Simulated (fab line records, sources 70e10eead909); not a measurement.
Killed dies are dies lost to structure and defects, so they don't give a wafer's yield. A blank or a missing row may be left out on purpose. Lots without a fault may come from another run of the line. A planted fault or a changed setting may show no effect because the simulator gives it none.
Problem report in the 8D (eight disciplines) form, filled by code | flow nand_harc | the parts of the form that need people (team, actions taken, sign-off) are left out

1. THE PROBLEM
cd_nm at NHARC_P_M2_CD_MEAS_09 reads a mean of 178.2 nm on 6 wafers of 2 lots; wafers without a fault read 170.4 nm with a standard deviation of 0.6. That is +13 standard deviations from the usual mean.
The step: target cd 170 nm.
First seen on wafer L481.1, day 10 06:12, on cd_sem-02. The record holds 39 wafers of 13 lots with a number at this step. Rule for "out", or "out of limits": more than 4 standard deviations from the usual mean. The other wafers with a number count as sound.

2. WHAT IT IS AND WHAT IT IS NOT
question                    | is                     | is not
which readings at this step | cd_nm                  | -
which lots                  | L481, L482             | L472, L473, L485, L486, L488, L490, L491, L492, L493, L494, L495
which wafers of those lots  | all that have a number | -
read on which gauges        | cd_sem-02              | cd_sem-01, cd_sem-03
when                        | from day 10 06:12      | up to then (6 sound wafers); but 27 sound wafers of L485, L486, L488, L490, L491, L492, L493, L494, L495 came after

3. SUSPECTS, AND WHAT RULES EACH OUT
Counting: a tool at a process step up to the reading stays a suspect if it ran every lot that is out and no sound lot after the first of them.
- the gauge at NHARC_P_M2_CD_MEAS_09: ruled out. All the wafers that are out were read on cd_sem-02, but those of them that NHARC_P_M2_PEB_07 has rows for are out there too, on other tools.
- litho_track-06 at NHARC_P_M2_PEB_07 (peb time 65 s): ruled out as a lasting fault. Sound lots L491, L492, L493 ran on it after its first lot that is out, L481 (day 10 06:07).
Left after counting: nothing in the record.

4. THE CAUSE (what the simulator had put in)
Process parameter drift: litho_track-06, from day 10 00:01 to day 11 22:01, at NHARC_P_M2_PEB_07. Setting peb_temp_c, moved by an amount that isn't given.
Counting ruled it out, wrongly: the rule takes a fault to strike every lot that its tool runs from its start on, and this one did not.

5. THE CHAIN OF EFFECTS, in route order
Each row: a reading whose mean over the struck wafers that have a number lies more than 3 standard deviations from the usual. Only readings for which the record gives a usual standard deviation are gone through. hours: the time from each lot's start at the first step in this table that gives one to its start at this step, as a median over the lots. sigmas: the change in usual standard deviations.
hours | step                  | reading              | usual    | on struck wafers | change | sigmas
0     | NHARC_P_M2_PEB_07     | heater_power_total_W | 156.6 W  | 161.7            | +5.1   | +13
0     | NHARC_P_M2_PEB_07     | plate_temp_C         | 100.02 C | 102.53           | +2.51  | +19
0     | NHARC_P_M2_CD_MEAS_09 | cd_nm                | 170.4 nm | 178.2            | +7.8   | +13
The process steps in it:
- NHARC_P_M2_PEB_07: peb time 65 s.

6. WHAT WOULD HAVE CAUGHT IT SOONER
In this record the first reading out of limits at a measuring or inspecting step was taken at day 10 06:12, 6 hours after the fault began at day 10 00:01.
The tool's own readings at NHARC_P_M2_PEB_07 were out on every struck wafer that the step has a row for (heater_power_total_W, plate_temp_C): an alarm limit on them would have fired on the first of those.
